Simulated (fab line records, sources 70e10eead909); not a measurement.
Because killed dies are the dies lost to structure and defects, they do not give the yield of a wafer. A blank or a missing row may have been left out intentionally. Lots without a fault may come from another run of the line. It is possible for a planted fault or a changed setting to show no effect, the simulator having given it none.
Chamber matching    flow nand_harc    NHARC_A_SLIT_DEP_23 on pecvd-04 has 3 sister chambers
The step deposits SiON, target thk 100 nm. 3 wafers are shown with their chamber, then 12 later ones without.

WAFERS WITH THEIR CHAMBER
wafer   chamber  heater_power_w (W)
L091.2  0        629
L091.4  1        872
L091.5  2        626

WAFERS WHOSE CHAMBER IS MISSING
wafer   heater_power_w (W)
L095.1  1040
L095.3  666
L095.5  1017
L095.2  567
L095.4  661
L095.6  583
L096.1  626
L096.3  901
L096.5  652
L096.2  535
L096.4  552
L096.6  933

WHICH CHAMBER EACH ONE RAN IN
wafer   from the rows above      in truth
L095.1  1                        1
L095.3  can't be placed: 0 or 2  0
L095.5  1                        1
L095.2  can't be placed: 2 or 0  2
L095.4  can't be placed: 0 or 2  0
L095.6  can't be placed: 2 or 0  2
L096.1  can't be placed: 2 or 0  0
L096.3  1                        1
L096.5  can't be placed: 0 or 2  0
L096.2  can't be placed: 2 or 0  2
L096.4  can't be placed: 2 or 0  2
L096.6  1                        1
Placed correctly: 4 of 12. Cannot be placed on the basis of these rows: 8; the candidates contain the true chamber in 8. Number placed wrongly: 0.
How it was worked out, from the rows above alone: a wafer's distance from a chamber is the root of the sum, over the readings, of the square of ((its reading less the chamber's mean) divided by the reading's scatter). The wafer belongs to the nearest chamber; if the next one is less than 2 further off, it can't be placed. For every chamber, the mean is computed from those of its wafers that are shown. The scatter: root of mean squared gap, hidden wafer to nearest shown wafer, with one shown wafer a chamber.
